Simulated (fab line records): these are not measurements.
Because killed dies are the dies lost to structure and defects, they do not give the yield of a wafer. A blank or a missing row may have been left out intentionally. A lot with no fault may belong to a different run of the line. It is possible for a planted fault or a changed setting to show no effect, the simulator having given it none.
Matching of chambers + flow n5-finfet + N5_BEOL_M1_CMP_52 on cmp-03: 4 sister chambers
The step polishes, stops on SiOC, t overpolish 6.8 s, target thk 40 nm. 7 wafers are shown with their chamber, then 8 later ones without.

== EACH WAFER AND ITS CHAMBER ==
| wafer  | chamber | motor-current-A (A) | time-to-endpoint-s (s) |
|--------|---------|---------------------|------------------------|
| L082.1 | 1       | 7.0                 | 61.1                   |
| L082.2 | 0       | 6.5                 | 63.4                   |
| L082.3 | 2       | 4.9                 | 62.6                   |
| L085.2 | 3       | 6.2                 | 66.4                   |
| L085.4 | 0       | 6.1                 | 63.9                   |
| L085.5 | 2       | 5.2                 | 64.1                   |
| L087.3 | 1       | 7.1                 | 64.2                   |

== WAFERS WITH NO CHAMBER GIVEN ==
| wafer  | motor-current-A (A) | time-to-endpoint-s (s) |
|--------|---------------------|------------------------|
| L087.4 | 6.2                 | 66.9                   |
| L087.5 | 7.3                 | 61.5                   |
| L093.2 | 6.1                 | 60.9                   |
| L093.4 | 5.2                 | 58.9                   |
| L093.5 | 7.5                 | 59.0                   |
| L097.1 | 5.2                 | 62.8                   |
| L097.3 | 6.2                 | 65.3                   |
| L097.5 | 6.1                 | 65.5                   |

== CHAMBER TAKEN BY EACH ==
| wafer  | from the rows above     | in truth |
|--------|-------------------------|----------|
| L087.4 | can't be placed: 3 or 0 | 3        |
| L087.5 | 1                       | 1        |
| L093.2 | can't be placed: 0 or 3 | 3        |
| L093.4 | 2                       | 2        |
| L093.5 | 1                       | 1        |
| L097.1 | 2                       | 2        |
| L097.3 | can't be placed: 3 or 0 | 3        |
| L097.5 | can't be placed: 3 or 0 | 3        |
4 of 8 placed correctly. Not placeable from these rows: 4 (in 4, the candidates include the true chamber). Number placed wrongly: 0.
How it was worked out, from the rows above alone: a wafer's distance from a chamber is the root of the sum, over the readings, of the square of ((its reading less the chamber's mean) divided by the reading's scatter). If the next closest chamber is less than 2 further off than the closest, the wafer can't be placed; otherwise it belongs to the closest. The mean given for a chamber averages the wafers shown for that chamber. The scatter is the square root of a quotient: the sum, over the shown wafers, of each reading's squared deviation from its chamber's mean, divided by wafers minus chambers.
